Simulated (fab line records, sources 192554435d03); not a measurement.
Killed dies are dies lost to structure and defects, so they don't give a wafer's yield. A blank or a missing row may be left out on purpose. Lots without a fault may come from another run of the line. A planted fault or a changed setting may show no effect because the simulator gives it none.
fab line records | flow n5_finfet
record lots=9 wafers=26 last_day=17
route steps=1938 shown SD_EPI_N@274 BEOL_M4@1111 PASSIVATION@1936
lots that met no fault: from a run of the same line without faults
start_h: hours from the record's first day to the start of the lot's first wafer shown | wait_h: hours since the lot's step before | " the same as in the row above | L1.1+2: a row that stands for several wafers | - no value, or no start given | * or withheld: withheld | < > ~ a bound
route shown NAME@n: a module of which the file shows steps, and the number in the route of the first | usual: mean/standard deviation of fault-free wafers | same: alike in all rows | chamber/n: place in a boat | sites: the reading at each site | _std_site: their standard deviation | _edge_site: outer sites' mean less inner sites' | radius_mm: how far each site lies from the wafer's centre | mask NAME#n: copy n | behind: the tool/chamber that last shaped the wafer | hold: why the lot was held/for how many hours/how that ended | device: the transistor (n, p or np) that didn't switch | end of line: the same wafers' tests at the end of the route | a step without rows: its recipe alone | killed: dies lost to structure and defects at the first sort, not the wafer's yield | map: a wafer's dies, x killed, . not, _ none there
set.NAME: the setting as run; set.NAME@STEP: as run at that earlier step | model.NAME: the simulator's own value behind a step, which no gauge read
steps of the route over a sample of lots; a table a step, a row a wafer
services: from which hour (start_h, from the record's first day; less than 0 if before it) a tool's chamber was out of use, for how many hours, and why
## steps
# step N5_SD_EPI_N_ETCH_34
# recipe chemistry=CF4 target=SiARC target_depth_a=455 mask_material=CAR-ArF-block time_s=75.8 ion_energy_ev=80 pressure_mtorr=40 source_w=545 bias_w=36 Ar_flow_sccm=100 cf4_flow_sccm=100 ends=cleared
# usual bias_w=35.99/0.1 drypump_motor_current_A=5.7/0.41 etch_rf_on_time_s=77/3.5 oes_product_au=0.66/0.08 rf_vpp_V=183.9/1.2 showerhead_plenum_p_Torr=2.13/0.084 throttle_valve_pct=15.64/0.24
# columns lot.wafer tool chamber start_h wait_h bias_w drypump_motor_current_A etch_rf_on_time_s oes_product_au rf_hours_counter_h rf_vpp_V showerhead_plenum_p_Torr throttle_valve_pct
L658.1 rie_diel-01 3 48.39 0.0 36.06 5.8 72 0.64 160 184.9 2.22 15.94
L658.2 " 0 " " 36.00 5.8 81 0.62 144 186.0 2.25 15.77
L658.3 " 1 " " 35.97 6.1 77 0.67 138 184.1 2.13 15.47
L660.1 rie_diel-01 0 60.30 0.0 36.16 5.8 81 0.62 148 187.0 2.25 15.80
L660.4 " 3 " " 36.17 5.8 73 0.63 165 185.6 2.22 15.96
L660.6 " 3 " " 36.12 5.8 72 0.63 - 183.6 2.22 15.93
L669.1 rie_diel-02 0 115.30 0.0 35.99 5.1 79 0.61 197 182.9 2.04 15.79
L669.3 " 3 " " 36.11 6.4 73 0.74 62 184.0 2.17 15.39
L669.5 " 1 " " 35.95 5.9 78 0.58 - 182.2 2.03 15.82
L671.5 rie_diel-02 0 127.76 0.0 35.99 5.0 79 0.61 - 184.1 2.04 15.80
L671.6 " 3 " " 35.98 6.4 74 0.74 - 184.1 2.17 15.41
L672.1 rie_diel-01 2 132.55 0.0 36.07 5.2 73 0.78 30 182.8 2.08 15.19
L672.3 " 3 " " 36.10 5.8 73 0.62 187 184.3 2.21 15.99
L672.5 " 2 " " 36.06 5.1 73 0.78 - 182.8 2.08 15.19
L676.1 rie_diel-03 0 156.70 0.0 35.93 5.4 82 0.57 231 183.3 2.01 15.71
L676.3 " 1 " " 36.09 6.2 76 0.60 244 184.9 2.10 15.45
L676.4 " 3 " " 35.88 6.0 77 0.72 59 182.9 2.19 15.45
L677.2 rie_diel-03 3 165.46 0.0 36.07 6.0 77 0.71 62 184.8 2.19 15.47
L677.4 " 1 " " 36.05 6.2 76 0.59 246 183.7 2.10 15.46
L677.5 " 1 " " 36.02 6.2 77 0.59 - 185.7 2.09 15.46
L679.3 rie_diel-01 1 178.76 0.0 36.04 6.0 79 0.62 187 186.3 2.11 15.56
L679.4 " 2 " " 36.01 5.1 73 0.76 48 182.6 2.07 15.23
L679.6 " 0 " " 35.78 5.8 82 0.59 - 183.9 2.24 15.84
L681.4 rie_diel-01 1 188.24 0.0 35.98 6.1 79 0.62 190 182.7 2.11 15.58
L681.5 " 3 " " 36.06 5.8 73 0.61 - 184.6 2.21 16.03
L681.6 " 0 " " 36.03 5.8 83 0.59 - 185.6 2.23 15.87
# step N5_SD_EPI_N_STRIP_38
# recipe chemistry=N2/H2 power_w=1000 temp_c=250 h2_frac=0.65 overash_fraction=0.3 pressure_mtorr=withheld n2_flow_sccm=1750 h2_flow_sccm=3250
# usual drypump_motor_current_A=5.7/0.47 heater_power_w=365/27 oes_product_au=0.761/0.0097
# columns lot.wafer tool chamber start_h wait_h drypump_motor_current_A heater_power_w oes_product_au rf_hours_counter_h
L658.1 plasma_asher-01 1 49.14 0.1 5.4 369 0.759 30
L658.2 " 0 " " 5.0 413 0.773 30
L658.3 " 1 " " 5.4 354 0.756 -
L660.1 plasma_asher-02 1 61.11 0.1 6.3 366 0.778 88
L660.4 " 1 " " 6.3 356 0.763 -
L660.6 " 1 " " 6.3 359 0.753 -
L669.1 plasma_asher-01 0 116.04 0.1 5.0 412 0.758 42
L669.3 " 1 " " 5.5 368 0.768 -
L669.5 " 0 " " 5.0 415 0.762 -
L671.5 plasma_asher-02 1 128.52 0.1 6.3 360 0.768 -
L671.6 " 0 " " 5.7 345 0.763 -
L672.1 plasma_asher-02 1 133.30 0.1 6.3 363 0.765 104
L672.3 " 0 " " 5.7 333 0.758 -
L672.5 " 0 " " 5.7 343 0.759 -
L676.1 plasma_asher-02 1 157.44 0.1 6.3 366 0.751 109
L676.3 " 1 " " 6.3 356 0.766 -
L676.4 " 0 " " 5.7 341 0.754 -
L677.2 plasma_asher-02 1 166.21 0.1 6.2 368 0.761 110
L677.4 " 0 " " 5.7 337 0.764 -
L677.5 " 1 " " 6.3 355 0.765 -
L679.3 plasma_asher-02 0 179.52 0.1 5.7 354 0.759 -
L679.4 " 1 " " 6.3 371 0.739 -
L679.6 " 0 " " 5.7 348 0.761 -
L681.4 plasma_asher-01 1 189.20 0.3 5.5 373 0.766 -
L681.5 " 0 " " 4.9 422 0.751 -
L681.6 " 1 " " 5.5 376 0.759 -
# step N5_SD_EPI_N_EPI_MEAS_23
# recipe mode=xrd
# usual thk_nm=59.2/1.2
# columns lot.wafer tool chamber start_h wait_h thk_nm
L658.1 film_metro-01 - 51.76 1.5 59.4
L658.2 " - " " 58.2
L658.3 " - " " 58.3
L660.1 film_metro-01 - 64.45 1.9 58.0
L660.4 " - " " 59.4
L660.6 " - " " 59.2
L669.1 film_metro-01 - 118.65 1.4 59.5
L669.3 " - " " 58.4
L669.5 " - " " 58.8
L671.5 film_metro-01 - 131.12 0.3 57.8
L671.6 " - " " 58.2
L672.1 film_metro-01 - 136.65 1.9 59.2
L672.3 " - " " 59.6
L672.5 " - " " 57.5
L676.1 film_metro-01 - 160.80 1.9 59.7
L676.3 " - " " 57.8
L676.4 " - " " 57.8
L677.2 film_metro-02 - 168.82 1.2 57.7
L677.4 " - " " 57.2
L677.5 " - " " 58.7
L679.3 film_metro-02 - 182.86 1.2 59.5
L679.4 " - " " 59.9
L679.6 " - " " 59.2
L681.4 film_metro-02 - 192.56 0.8 60.6
L681.5 " - " " 59.0
L681.6 " - " " 59.3
# step N5_SD_EPI_N_PRECLEAN_49
# recipe chemistry=NF3:NH3 afs_cycles=1 temp_c=30 time_s=20 sublimation_temp_c=180 sublimation_time_s=60 pressure_torr=3 rf_power_w=30
# usual time_s=20/0
# columns lot.wafer tool chamber start_h wait_h time_s
L658.1 remote_plasma-02 1 51.86 0.0 20
L658.2 " 1 " " 20
L658.3 " 1 " " 20
L660.1 remote_plasma-02 0 64.56 0.0 20
L660.4 " 0 " " 20
L660.6 " 0 " " 20
L669.1 remote_plasma-02 1 118.75 0.0 20
L669.3 " 1 " " 20
L669.5 " 1 " " 17.032
L671.5 remote_plasma-01 1 131.34 0.2 20
L671.6 " 1 " " 20
L672.1 remote_plasma-01 0 136.75 0.0 20
L672.3 " 0 " " 20
L672.5 " 0 " " 20
L676.1 remote_plasma-01 1 160.90 0.0 20
L676.3 " 1 " " 20
L676.4 " 1 " " 20
L677.2 remote_plasma-01 1 168.95 0.1 20
L677.4 " 1 " " 20
L677.5 " 1 " " 20
L679.3 remote_plasma-01 0 183.01 0.1 20
L679.4 " 0 " " 20
L679.6 " 0 " " 20
L681.4 remote_plasma-01 1 192.74 0.1 20
L681.5 " 1 " " 20
L681.6 " 1 " " 20
# step N5_BEOL_M4_RC_MEAS_101
# usual DIBL_N=36.6/2.3 DIBL_P=36.3/2.8 IOFF_N=0.17/0.047 IOFF_P=0.22/0.048 ION_N=676/14 ION_P=463/9.4 SS_N=71.6/0.84 SS_P=73.4/0.85 VT_N=249/3.7 VT_P=-249/3.6
# columns lot.wafer tool chamber start_h wait_h DIBL_N[mV/V] DIBL_P[mV/V] IOFF_N[nA/um] IOFF_P[nA/um] ION_N[uA/um] ION_P[uA/um] SS_N[mV/dec] SS_P[mV/dec] VT_N[mV] VT_P[mV]
L658.1 prober-02 0 167.15 0.0 35.1 32.6 0.15 0.18 667 461 72.0 73.0 249 -249
L658.2 " 0 " " 34.6 33.7 0.13 0.18 679 470 70.9 71.8 253 -249
L658.3 " 0 " " 37.2 37.4 0.18 0.24 674 467 71.3 73.8 248 -248
L660.1 prober-02 0 172.33 0.0 39.8 40.1 0.27 0.34 711 485 72.3 74.3 239 -244
L660.4 " 0 " " 37.6 37.1 0.19 0.26 672 471 71.8 73.2 248 -245
L660.6 " 0 " " 38.7 38.1 0.21 0.27 676 470 71.5 73.4 245 -247
L669.1 prober-02 0 228.71 0.0 36.1 35.7 0.15 0.18 656 448 71.1 72.7 253 -253
L669.3 " 0 " " 36.9 35.5 0.17 0.18 689 466 71.6 73.2 248 -249
L669.5 " 0 " " 37.1 34.7 0.17 0.16 647 437 73.2 72.6 253 -255
L671.5 prober-01 0 244.14 0.6 38.1 37.2 0.17 0.21 655 447 72.1 73.7 251 -252
L671.6 " 0 " " 40.1 40.0 0.22 0.27 697 473 72.7 74.5 247 -248
L672.1 prober-02 0 245.77 0.0 37.5 38.0 0.18 0.22 675 463 72.5 73.7 247 -249
L672.3 " 0 " " 36.7 38.0 0.15 0.22 657 458 72.2 73.2 250 -250
L672.5 " 0 " " 34.2 35.2 0.12 0.18 660 461 70.7 72.0 252 -252
L676.1 prober-01 0 273.59 0.0 35.1 35.4 0.14 0.19 683 471 70.4 72.8 249 -252
L676.3 " 0 " " 33.5 33.8 0.12 0.17 658 456 70.8 71.8 251 -252
L676.4 " 0 " " 36.1 36.4 0.16 0.22 679 466 71.5 73.1 250 -250
L677.2 prober-01 0 287.18 0.2 36.6 38.3 0.16 0.25 679 473 73.0 73.3 248 -247
L677.4 " 0 " " 34.8 35.2 0.13 0.19 661 459 71.9 73.0 253 -253
L677.5 " 0 " " 35.4 37.6 0.15 0.23 681 470 71.8 74.2 251 -247
L679.3 prober-02 0 291.28 0.3 36.4 35.4 0.16 0.19 668 458 71.6 72.9 250 -252
L679.4 " 0 " " 34.7 33.0 0.13 0.17 688 471 71.2 72.6 250 -251
L679.6 " 0 " " 36.7 35.2 0.16 0.20 681 469 71.7 73.6 252 -248
L681.4 prober-02 0 310.46 0.5 39.1 40.3 0.23 0.30 704 479 72.8 74.6 243 -245
L681.5 " 0 " " 33.5 33.6 0.14 0.18 688 474 71.2 73.0 248 -249
L681.6 " 0 " " 38.9 37.9 0.22 0.25 683 468 72.8 73.7 246 -244
# step N5_PASSIVATION_PROBE_49
# usual defect_limited_yield=91.5/1.5 killed_at_M0_to_M3=33/9.9 killed_at_M4_up=14/5.2 killed_at_contacts=11/5.2 killed_at_front_end=38/10 killed_at_other=4/3.5 killed_dies=100/18 killed_open=66/14 killed_short=32/6.9 sort_bin_5_function=5.0/1 sort_bin_6_memory=3.1/0.69 sort_bin_8_speed=0.03/0.26 sort_n_pass=1080/18 sort_yield_pct=91.5/1.5
# same gross_dies=1180 killed_at_back_side=0 sort_bin_4_leakage[%]=0
# columns lot.wafer tool chamber start_h wait_h defect_limited_yield[%] killed_at_M0_to_M3 killed_at_M4_up killed_at_contacts killed_at_front_end killed_at_other killed_dies killed_open killed_short sort_bin_5_function[%] sort_bin_6_memory[%] sort_bin_8_speed[%] sort_n_pass sort_yield_pct[%]
L658.1 prober-02 - 272.83 0.0 89.2 46 14 13 46 8 127 84 37 6.2 3.8 0 1053 89.2
L658.2 prober-02 - 272.88 0.1 89.9 20 34 17 44 4 119 89 29 5.9 3.8 0 1061 89.9
L658.3 prober-02 - 272.93 0.1 91.1 42 7 10 40 6 105 72 33 6.1 2.6 0 1075 91.1
L660.1 prober-01 - 276.72 0.0 93.6 17 13 2 38 5 75 43 31 3.5 2.7 0 1105 93.6
L660.4 prober-01 - 276.87 0.2 94.3 20 8 3 31 5 67 40 27 3.6 1.9 0 1113 94.3
L660.6 prober-01 - 276.97 0.3 91.9 26 18 12 37 2 95 65 30 5.0 2.7 0 1085 91.9
L669.1 prober-02 - 348.20 0.0 92.1 31 9 4 45 4 93 57 24 4.7 2.3 0 1087 92.1
L669.3 prober-02 - 348.30 0.1 91.2 34 15 10 30 15 104 70 25 5.8 3.1 0 1076 91.2
L669.5 prober-02 - 348.40 0.2 92.1 39 16 9 18 11 93 61 22 5.3 2.6 0.17 1085 91.9
L671.5 prober-02 - 351.84 0.2 92.9 37 11 4 32 0 84 54 23 3.4 2.6 0 1096 92.9
L671.6 prober-02 - 351.89 0.3 92.8 34 13 6 28 4 85 58 27 3.6 3.4 0 1095 92.8
L672.1 prober-02 - 360.03 0.0 91.7 30 10 11 46 1 98 64 32 5.1 3.1 0 1082 91.7
L672.3 prober-02 - 360.13 0.1 93.2 33 9 6 24 8 80 50 30 4.1 2.4 0 1100 93.2
L672.5 prober-02 - 360.23 0.2 95.0 13 5 6 31 4 59 34 24 3.1 1.3 0 1121 95.0
L676.1 prober-01 - 387.14 0.0 92.6 35 17 11 20 4 87 68 19 4.2 3.1 0 1093 92.6
L676.3 prober-01 - 387.24 0.1 93.5 18 9 9 39 2 77 47 27 3.6 2.4 0 1103 93.5
L676.4 prober-01 - 387.29 0.2 93.6 15 13 6 37 4 75 44 27 3.6 2.2 0 1105 93.6
L677.2 prober-01 - 392.15 0.1 90.4 31 13 6 59 4 113 67 45 6.1 2.9 0 1067 90.4
L677.4 prober-01 - 392.25 0.2 89.7 33 17 18 52 1 121 81 36 6.4 3.6 0 1059 89.7
L677.5 prober-01 - 392.30 0.2 88.5 37 13 16 68 2 136 91 42 7.0 4.2 0 1044 88.5
L679.3 prober-02 - 395.30 0.1 91.9 43 10 5 35 2 95 74 20 5.1 2.7 0 1085 91.9
L679.4 prober-02 - 395.35 0.2 91.7 45 20 11 22 0 98 63 33 4.7 3.4 0 1082 91.7
L679.6 prober-02 - 395.45 0.3 88.8 47 35 17 31 2 132 96 34 6.6 4.6 0 1048 88.8
L681.4 prober-02 - 417.16 0.7 89.6 45 15 10 49 4 123 89 34 6.0 4.3 0 1057 89.6
L681.5 prober-02 - 417.21 0.8 92.5 32 17 9 30 0 88 54 34 4.0 3.2 0 1092 92.5
L681.6 prober-02 - 417.26 0.8 92.7 22 8 10 40 6 86 57 29 3.6 3.5 0 1094 92.7
# killed by level:class
L658.1 FIN_SAQP:geometric_particle:open=11 BEOL_M0_SAQP:geometric_particle:short=11 MOL_CONTACT_COAG:geometric_particle:open=11 BEOL_M1:geometric_particle:open=10 BEOL_M4:geometric_particle:open=9 FIN_SAQP:geometric_particle:short=8 BEOL_M3:geometric_particle:open=8 STI_FIN_REVEAL:geometric_particle:open=7
L658.2 BEOL_M4:geometric_particle:open=23 STI_FIN_REVEAL:geometric_particle:open=21 MOL_CONTACT_COAG:geometric_particle:open=14 BEOL_M3:geometric_particle:open=7 FIN_SAQP:geometric_particle:open=6 BEOL_M4:geometric_particle:short=5 STARTING-WAFER:geometric_particle:short=5 FIN_SAQP:geometric_particle:short=4
L658.3 BEOL_M3:geometric_particle:open=15 STI_FIN_REVEAL:geometric_particle:open=14 MOL_CONTACT_COAG:geometric_particle:open=10 BEOL_M0_SAQP:geometric_particle:short=9 GATE_CUT:geometric_particle:short=7 BEOL_M0_SAQP:geometric_particle:open=6 STI_FIN_REVEAL:geometric_particle:short=5 BEOL_M2:geometric_particle:open=5
L660.1 FIN_SAQP:geometric_particle:short=10 FIN_SAQP:geometric_particle:open=7 STI_FIN_REVEAL:geometric_particle:open=6 BEOL_M0_SAQP:geometric_particle:open=6 BEOL_M5:geometric_particle:open=5 DUMMY_GATE:geometric_particle:open=4 BEOL_M2:geometric_particle:short=4 BEOL_M4:geometric_particle:open=4
L660.4 FIN_SAQP:geometric_particle:open=8 FIN_SAQP:geometric_particle:short=6 STI_FIN_REVEAL:geometric_particle:open=4 BEOL_M0_SAQP:geometric_particle:open=4 BEOL_M0_SAQP:geometric_particle:short=3 BEOL_M1:geometric_particle:open=3 BEOL_M3:geometric_particle:open=3 MIM_TOP_ETCH:geometric_particle:short=3
L660.6 FIN_SAQP:geometric_particle:short=11 BEOL_M3:geometric_particle:open=11 MOL_CONTACT_COAG:geometric_particle:open=10 FIN_SAQP:geometric_particle:open=8 BEOL_M4:geometric_particle:open=8 STARTING-WAFER:geometric_particle:open=6 BEOL_M0_SAQP:geometric_particle:open=4 STARTING-WAFER:geometric_particle:short=4
L669.1 STI_FIN_REVEAL:geometric_particle:open=12 HKMG_FIN:area_etch=9 FIN_SAQP:geometric_particle:open=7 BEOL_M0_SAQP:geometric_particle:open=6 BEOL_M1:geometric_particle:short=6 BEOL_M1:geometric_particle:open=6 FIN_SAQP:geometric_particle:short=4 STI_FIN_REVEAL:geometric_particle:short=4
L669.3 MOL_CONTACT_COAG:geometric_particle:open=10 BEOL_M3:geometric_particle:open=9 PASSIVATION:area_etch=9 FIN_SAQP:geometric_particle:open=7 FIN_SAQP:geometric_particle:short=7 BEOL_M1:geometric_particle:open=7 BEOL_M4:geometric_particle:open=7 BEOL_M0_SAQP:geometric_particle:open=4
L669.5 BEOL_M1:geometric_particle:open=13 PASSIVATION:area_etch=9 MOL_CONTACT_COAG:geometric_particle:open=8 BEOL_M4:geometric_particle:open=8 BEOL_M0_SAQP:geometric_particle:open=7 BEOL_M3:geometric_particle:open=7 BEOL_M0_SAQP:geometric_particle:short=6 BEOL_M1:geometric_particle:short=5
L671.5 BEOL_M1:geometric_particle:open=10 STI_FIN_REVEAL:geometric_particle:open=9 BEOL_M0_SAQP:geometric_particle:short=8 BEOL_M0_SAQP:geometric_particle:open=7 BEOL_M2:geometric_particle:open=7 HKMG_FIN:area_etch=7 BEOL_M4:geometric_particle:open=6 MOL_CONTACT_COAG:geometric_particle:open=4
L671.6 BEOL_M1:geometric_particle:open=10 FIN_SAQP:geometric_particle:short=6 STI_FIN_REVEAL:geometric_particle:open=6 BEOL_M0_SAQP:geometric_particle:short=6 MOL_CONTACT_COAG:geometric_particle:open=5 BEOL_M0_SAQP:geometric_particle:open=5 BEOL_M2:geometric_particle:open=5 BEOL_M4:geometric_particle:open=5
L672.1 STI_FIN_REVEAL:geometric_particle:open=11 GATE_CUT:geometric_particle:short=9 MOL_CONTACT_COAG:geometric_particle:open=8 BEOL_M2:geometric_particle:open=7 FIN_SAQP:geometric_particle:open=6 BEOL_M3:geometric_particle:open=5 BEOL_M3:geometric_particle:short=5 DUMMY_GATE:geometric_particle:open=4
L672.3 BEOL_M2:geometric_particle:open=10 FIN_SAQP:geometric_particle:open=6 MOL_CONTACT_COAG:geometric_particle:open=6 BEOL_M0_SAQP:geometric_particle:short=6 FIN_SAQP:geometric_particle:short=5 BEOL_M3:geometric_particle:open=4 BEOL_M2:geometric_particle:short=4 STARTING-WAFER:geometric_particle:open=4
L672.5 GATE_CUT:geometric_particle:short=8 FIN_SAQP:geometric_particle:open=5 FIN_SAQP:geometric_particle:short=5 GATE_CUT:geometric_particle:open=4 MOL_CONTACT_COAG:geometric_particle:open=4 BEOL_M1:geometric_particle:open=4 BEOL_M2:geometric_particle:open=3 DUMMY_GATE:geometric_particle:open=2
L676.1 BEOL_M1:geometric_particle:open=17 MOL_CONTACT_COAG:geometric_particle:open=9 BEOL_M4:geometric_particle:open=7 BEOL_M0_SAQP:geometric_particle:open=6 STI_FIN_REVEAL:geometric_particle:open=5 FIN_SAQP:geometric_particle:open=4 BEOL_M0_SAQP:geometric_particle:short=4 BEOL_M3:geometric_particle:open=4
L676.3 FIN_SAQP:geometric_particle:open=8 FIN_SAQP:geometric_particle:short=8 MOL_CONTACT_COAG:geometric_particle:open=7 BEOL_M3:geometric_particle:open=6 BEOL_M4:geometric_particle:open=5 STI_FIN_REVEAL:geometric_particle:open=4 DUMMY_GATE:geometric_particle:open=4 BEOL_M2:geometric_particle:open=4
L676.4 FIN_SAQP:geometric_particle:short=15 BEOL_M2:geometric_particle:open=6 STARTING-WAFER:geometric_particle:open=5 STI_FIN_REVEAL:geometric_particle:open=4 DUMMY_GATE:geometric_particle:open=4 MOL_CONTACT_COAG:geometric_particle:open=4 BEOL_M8:geometric_particle:open=4 FIN_SAQP:geometric_particle:open=3
L677.2 FIN_SAQP:geometric_particle:short=17 FIN_SAQP:geometric_particle:open=16 GATE_CUT:geometric_particle:short=8 BEOL_M3:geometric_particle:open=8 BEOL_M0_SAQP:geometric_particle:open=7 STI_FIN_REVEAL:geometric_particle:open=6 MOL_CONTACT_COAG:geometric_particle:open=6 BEOL_M1:geometric_particle:open=5
L677.4 FIN_SAQP:geometric_particle:open=19 MOL_CONTACT_COAG:geometric_particle:open=15 BEOL_M0_SAQP:geometric_particle:open=15 BEOL_M0_SAQP:geometric_particle:short=10 FIN_SAQP:geometric_particle:short=8 STI_FIN_REVEAL:geometric_particle:open=7 STI_FIN_REVEAL:geometric_particle:short=5 BEOL_M4:geometric_particle:open=5
L677.5 FIN_SAQP:geometric_particle:open=18 FIN_SAQP:geometric_particle:short=13 MOL_CONTACT_COAG:geometric_particle:open=13 BEOL_M3:geometric_particle:open=13 STI_FIN_REVEAL:geometric_particle:open=12 STI_FIN_REVEAL:geometric_particle:short=6 DUMMY_GATE:geometric_particle:open=5 BEOL_M0_SAQP:geometric_particle:short=5
L679.3 BEOL_M0_SAQP:geometric_particle:open=9 BEOL_M2:geometric_particle:open=9 STI_FIN_REVEAL:geometric_particle:open=6 BEOL_M0_SAQP:geometric_particle:short=6 BEOL_M1:geometric_particle:open=6 FIN_SAQP:geometric_particle:open=5 DUMMY_GATE:geometric_particle:open=5 GATE_CUT:geometric_particle:short=5
L679.4 BEOL_M0_SAQP:geometric_particle:open=14 BEOL_M4:geometric_particle:open=11 BEOL_M0_SAQP:geometric_particle:short=10 MOL_CONTACT_COAG:geometric_particle:open=8 BEOL_M1:geometric_particle:open=7 STI_FIN_REVEAL:geometric_particle:open=6 GATE_CUT:geometric_particle:short=4 FIN_SAQP:geometric_particle:short=4
L679.6 BEOL_M4:geometric_particle:open=18 MOL_CONTACT_COAG:geometric_particle:open=16 BEOL_M1:geometric_particle:open=12 FIN_SAQP:geometric_particle:open=10 BEOL_M0_SAQP:geometric_particle:short=10 BEOL_M0_SAQP:geometric_particle:open=8 BEOL_M2:geometric_particle:open=5 STI_FIN_REVEAL:geometric_particle:open=4
L681.4 BEOL_M2:geometric_particle:open=15 BEOL_M3:geometric_particle:open=11 STI_FIN_REVEAL:geometric_particle:open=10 FIN_SAQP:geometric_particle:open=9 MOL_CONTACT_COAG:geometric_particle:open=9 FIN_SAQP:geometric_particle:short=8 BEOL_M4:geometric_particle:open=7 BEOL_M0_SAQP:geometric_particle:short=5
L681.5 FIN_SAQP:geometric_particle:short=12 FIN_SAQP:geometric_particle:open=8 MOL_CONTACT_COAG:geometric_particle:open=8 BEOL_M0_SAQP:geometric_particle:short=8 BEOL_M2:geometric_particle:open=6 BEOL_M0_SAQP:geometric_particle:open=5 BEOL_M1:geometric_particle:open=5 BEOL_M4:geometric_particle:short=4
L681.6 STI_FIN_REVEAL:geometric_particle:open=8 GATE_CUT:geometric_particle:short=8 MOL_CONTACT_COAG:geometric_particle:open=6 GATE_CUT:geometric_particle:open=5 FIN_SAQP:geometric_particle:open=4 FIN_SAQP:geometric_particle:short=4 BEOL_M4:geometric_particle:open=4 MOL_CONTACT_COAG:geometric_particle:short=4
## services
# columns tool chamber start_h hours kind
rie_diel-02 1 43.78 50.7 repair
remote_plasma-02 - 58.11 1.9 repair
rie_diel-02 2 94.61 - clean
rie_diel-02 2 94.61 - consumable_replace:esc
rie_diel-02 2 94.61 - consumable_replace:focus_ring
rie_diel-02 2 94.61 - consumable_replace:showerhead
rie_diel-02 2 94.61 22.5 scheduled_down
rie_diel-02 2 94.61 22.5 vent_cycle
rie_diel-01 3 110.08 4.3 repair
rie_diel-03 2 128.56 3.6 repair
rie_diel-02 3 139.10 12.7 repair
rie_diel-01 0 143.26 26.3 repair
plasma_asher-01 - 150.28 1.2 repair
rie_diel-03 1 174.77 - clean
rie_diel-03 1 174.77 - consumable_replace:focus_ring
rie_diel-03 1 174.77 17.9 scheduled_down
rie_diel-03 1 174.77 17.9 vent_cycle
rie_diel-02 1 177.05 - clean
rie_diel-02 1 177.05 - consumable_replace:focus_ring
rie_diel-02 1 177.05 - consumable_replace:showerhead
rie_diel-02 1 177.05 17.0 scheduled_down
rie_diel-02 1 177.05 17.0 vent_cycle
plasma_asher-01 - 177.64 3.0 repair
plasma_asher-02 - 185.70 14.6 pm
## key
first_sign step=N5_SD_EPI_N_PRECLEAN_49 reading=time_s direction=down sigmas=99+ usual=* struck=*
effect none on later readings
met_at N5_SD_EPI_N_PRECLEAN_49
struck_lots L669
struck_wafers L669.5
not_acting_at N5_SD_EPI_N_ETCH_34,N5_SD_EPI_N_STRIP_38,N5_SD_EPI_N_EPI_MEAS_23
onset_between 64.56 118.75
fault kind=process_parameter_drift tool=remote_plasma-02 chamber=- onset_h=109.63 steps=N5_SD_EPI_N_PRECLEAN_49 channel=time_s offset=* shape=step end_h=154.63 scope=struck_wafers_only acts_in=* stated=*
